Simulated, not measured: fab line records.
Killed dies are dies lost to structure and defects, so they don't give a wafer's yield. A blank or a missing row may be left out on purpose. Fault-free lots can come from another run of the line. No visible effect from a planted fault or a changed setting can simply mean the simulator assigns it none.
A struck lot beside a sound one / flow n5_finfet / 36 steps out of a route of 1938
Sound: these wafers, L287.2, L287.3, L287.5. Struck: wafer L294.2 (L294.1, L294.6, from the same lot, were not struck and are left out); the cause is given at the end.
At each step with rows: each side's tool, then ch and its chambers, then its first start. Under that, the readings that differ: sound wafers / struck wafers / difference of the means / sigmas: that difference in standard deviations of wafers without a fault.
alike: readings whose means differ by less than 2 such deviations, and words and numbers that are the same on both sides. not compared: withheld readings, readings that some wafer has no value for, bounds like >300 that may hide the same value, and numbers for which the record gives no deviation and whose values overlap.
Wherever a step has rows on one side only, a row that says differs or no value, or a row with sigmas, the two part there. Numbers that have no deviation but don't overlap get no sigmas and don't part them. A reading missing from all wafers of one side parts the sides only when that side holds two or more wafers.

first, 9 steps without rows for these wafers: N5_BEOL_M4_ANNEAL_95 (time 240 s); N5_BEOL_M4_SPUTTER_96 (material Cu, target thk 4.5 nm, time 8.29 s); N5_BEOL_M4_ECD_50 (material Cu, target thk 300 nm); N5_BEOL_M4_ANNEAL_51 (time 90 s); N5_BEOL_M4_CMP_52 (polishes, stops on SiOC, t overpolish 6.8 s, target thk 40 nm); N5_BEOL_M4_PRE_CLEAN_60 (time 15 s); N5_BEOL_M4_CO_CAP_55 (material Co, precursor CCTBA/H2, target thk 2 nm, time 102.1 s); N5_BEOL_M4_PRE_CLEAN_56 (time 15 s); N5_BEOL_M4_DEP_57 (deposits SiCN from 3MS/NH3, target thk 8 nm, time 14 s).
N5_BEOL_M4_RC_MEAS_101:
  sound on prober-02 ch 0, day 10 13:40; struck on prober-01 ch 0, day 11 23:53
reading=ION_P (uA/um); sound=447 457 458; struck=475; difference=+21; sigmas=+3
  alike: DIBL_N, DIBL_P, IOFF_N, IOFF_P, ION_N, SS_N, SS_P, VT_N, VT_P
then, 24 steps without rows for these wafers: N5_BEOL_M5_ILD_DEP_00 (deposits SiCOH lowk from DEMS/porogen, target thk 140.64 nm, time 25.9 s); N5_BEOL_M5_CURE_79 (cures SiCOH lowk, time 240 s); N5_BEOL_M5_PECVD_70 (deposits SiO2 from TEOS/O2, target thk 16 nm, time 18 s); N5_BEOL_M5_HM_DEP_02 (deposits TiN, target thk 20 nm); N5_BEOL_M5_COAT_59 (time 60 s, resist thk 60 nm); N5_BEOL_M5_COAT_60 (time 60 s, resist thk 12 nm); N5_BEOL_M5_COAT_71 (time 60 s, resist thk 5 nm); N5_BEOL_M5_COAT_05 (resist thk 30 nm); N5_BEOL_M5_EBR_07; N5_BEOL_M5_SOFTBAKE_06 (time 60 s); N5_BEOL_M5_EXPOSE_08 (exposes mask M5, target cd 28 nm); N5_BEOL_M5_PEB_09 (peb time 60 s); N5_BEOL_M5_DEVELOP_10 (develop time 30 s); N5_BEOL_M5_DESCUM_16 (chemistry O2, time 7 s); N5_BEOL_M5_ETCH_72 (etches underlayer in N2/H2, target depth 6.5 nm, time 5.2 s); N5_BEOL_M5_ETCH_61 (etches SiARC in CF4, target depth 15.6 nm, time 26 s); N5_BEOL_M5_ETCH_62 (etches SOC in N2/H2, target depth 75 nm, overetch 15 nm, time 112.5 s); N5_BEOL_M5_STRIP_63 (strips in N2/H2); N5_BEOL_M5_STRIP_73 (strips in N2/H2); N5_BEOL_M5_STRIP_64 (strips in CF4); N5_BEOL_M5_HM_OPEN_17 (chemistry Cl2/BCl3, target TiN, target depth 20 nm, overetch 6 nm); N5_BEOL_M5_STRIP_19 (strips in O2); N5_BEOL_M5_COAT_65 (time 60 s, resist thk 60 nm); N5_BEOL_M5_COAT_66 (time 60 s, resist thk 12 nm).
-- a jump in the record: the struck wafers' starts before and after are 4 days apart (it breaks off in module BEOL_M5 and resumes in module MIM_BOT_ETCH, where the first step shown is number 1868 of the route) --
N5_MIM_BOT_ETCH_ETCH_00: etches TiN in Cl2/BCl3, target depth 45.5 nm.
  sound on rie_metal-03 ch 0,1, day 14 16:20; struck on rie_metal-03 ch 0, day 16 06:59
reading=oes_ar_750_au (a.u.); sound=0.74 0.78 0.77; struck=0.56; difference=-0.20; sigmas=-3
reading=rf_fwd_power_W (W); sound=989 1000 1000; struck=760; difference=-236; sigmas=-61
reading=model.etch.depth_nm (nm); sound=46.45 46.18 46.26; struck=36.16; difference=-10.14; sigmas=
  alike: drypump_motor_current_A, oes_product_au, throttle_valve_pct
  not compared: rf_hours_counter_h, model.MIM_BOT_ETCH.cd_offset_nm
N5_PASSIVATION_PROBE_49:
  only the struck wafers here have rows in the record (prober-01, day 16 23:26); the sound ones have none

## WHERE THEY PART
First at N5_BEOL_M4_RC_MEAS_101; last, within this record, at N5_PASSIVATION_PROBE_49.

WHY: the cause the simulator had injected
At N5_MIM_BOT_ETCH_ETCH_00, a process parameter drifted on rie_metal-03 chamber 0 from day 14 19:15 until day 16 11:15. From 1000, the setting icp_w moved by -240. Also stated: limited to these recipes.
